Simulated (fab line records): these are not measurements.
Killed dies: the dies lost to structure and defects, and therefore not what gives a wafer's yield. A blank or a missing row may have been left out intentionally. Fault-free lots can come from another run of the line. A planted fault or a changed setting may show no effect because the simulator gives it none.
The tool behind it: which one? || flow n5 finfet || route of 1938 steps, sampled at 1 step: 22 lots, 66 wafers

== WHAT EACH GAUGE READ, for each wafer ==
N5_GATE_CUT_CD_MEAS_13: target cd 20 nm. Usual: cd nm at 19.99 nm, with a standard deviation of 0.23.
{"lot": "L074", "measured": "day 4 09:55", "on": "cd sem-01", "cd nm (nm)": "20.18 19.86 20.16", "flag": ""}
{"lot": "L075", "measured": "day 4 23:49", "on": "cd sem-03", "cd nm (nm)": "20.13 19.99 19.75", "flag": ""}
{"lot": "L076", "measured": "day 5 03:53", "on": "cd sem-01", "cd nm (nm)": "19.98 19.98 20.27", "flag": ""}
{"lot": "L078", "measured": "day 5 12:56", "on": "cd sem-02", "cd nm (nm)": "19.73 19.52 20.08", "flag": ""}
{"lot": "L079", "measured": "day 5 17:00", "on": "cd sem-02", "cd nm (nm)": "20.14 20.56 20.12", "flag": ""}
{"lot": "L080", "measured": "day 5 23:38", "on": "cd sem-03", "cd nm (nm)": "19.80 20.18 19.72", "flag": ""}
{"lot": "L081", "measured": "day 6 14:08", "on": "cd sem-02", "cd nm (nm)": "19.81 19.83 19.87", "flag": ""}
{"lot": "L082", "measured": "day 6 16:16", "on": "cd sem-03", "cd nm (nm)": "19.86 19.90 20.03", "flag": ""}
{"lot": "L084", "measured": "day 7 01:14", "on": "cd sem-01", "cd nm (nm)": "20.16 19.97 19.82", "flag": ""}
{"lot": "L085", "measured": "day 7 07:20", "on": "cd sem-03", "cd nm (nm)": "19.93 20.09 20.36", "flag": ""}
{"lot": "L086", "measured": "day 7 13:01", "on": "cd sem-01", "cd nm (nm)": "20.37 20.17 19.64", "flag": ""}
{"lot": "L087", "measured": "day 7 18:37", "on": "cd sem-01", "cd nm (nm)": "19.53 20.00 20.20", "flag": ""}
{"lot": "L088", "measured": "day 7 23:34", "on": "cd sem-03", "cd nm (nm)": "19.77 19.76 19.76", "flag": ""}
{"lot": "L089", "measured": "day 8 06:23", "on": "cd sem-03", "cd nm (nm)": "20.11 19.77 19.65", "flag": ""}
{"lot": "L090", "measured": "day 8 10:02", "on": "cd sem-02", "cd nm (nm)": "19.82 20.11 19.80", "flag": ""}
{"lot": "L091", "measured": "day 8 16:17", "on": "cd sem-02", "cd nm (nm)": "20.42 20.17 20.26", "flag": ""}
{"lot": "L092", "measured": "day 8 22:13", "on": "cd sem-01", "cd nm (nm)": "20.26 19.94 19.84", "flag": ""}
{"lot": "L093", "measured": "day 9 04:47", "on": "cd sem-01", "cd nm (nm)": "19.75 19.99 19.74", "flag": ""}
{"lot": "L094", "measured": "day 9 15:52", "on": "cd sem-03", "cd nm (nm)": "19.90 19.72 20.21", "flag": ""}
{"lot": "L095", "measured": "day 9 17:06", "on": "cd sem-02", "cd nm (nm)": "19.91 19.77 19.91", "flag": ""}
{"lot": "L096", "measured": "day 10 01:01", "on": "cd sem-02", "cd nm (nm)": "19.79 20.11 20.00", "flag": ""}
{"lot": "L097", "measured": "day 10 04:54", "on": "cd sem-02", "cd nm (nm)": "19.90 19.84 20.75", "flag": ""}

== WHAT TOOL EACH LOT RAN ON (gives the tool, then ch and the chambers of the sampled wafers, and finally the start) ==
No process step before these readings appears in the record.

== AS READ BY THE TOOLS THEMSELVES (means over the sampled wafers that have a number; for cases with no such wafer, the mark the record gives instead) ==
The record holds no such reading with a usual standard deviation.

== THE ANSWER, worked out from the rows above alone ==
Rule: lot off if the mean of its wafers having a number is beyond 3 standard deviations from the usual mean. A lot without any number at a reading at which 4 lots or more have one is off too. Any other lot the step has rows for is counted as sound. After the gauges, taken in route order, come the tools' own readings; for these a lot's mean is taken, as printed above. At the first step where some lot is off, the reading lying furthest off is the one used; lots without a number count as furthest.
Across all readings shown, no lot is off: no conclusion can be drawn from this.

== WHAT THE SIMULATOR PUT IN ==
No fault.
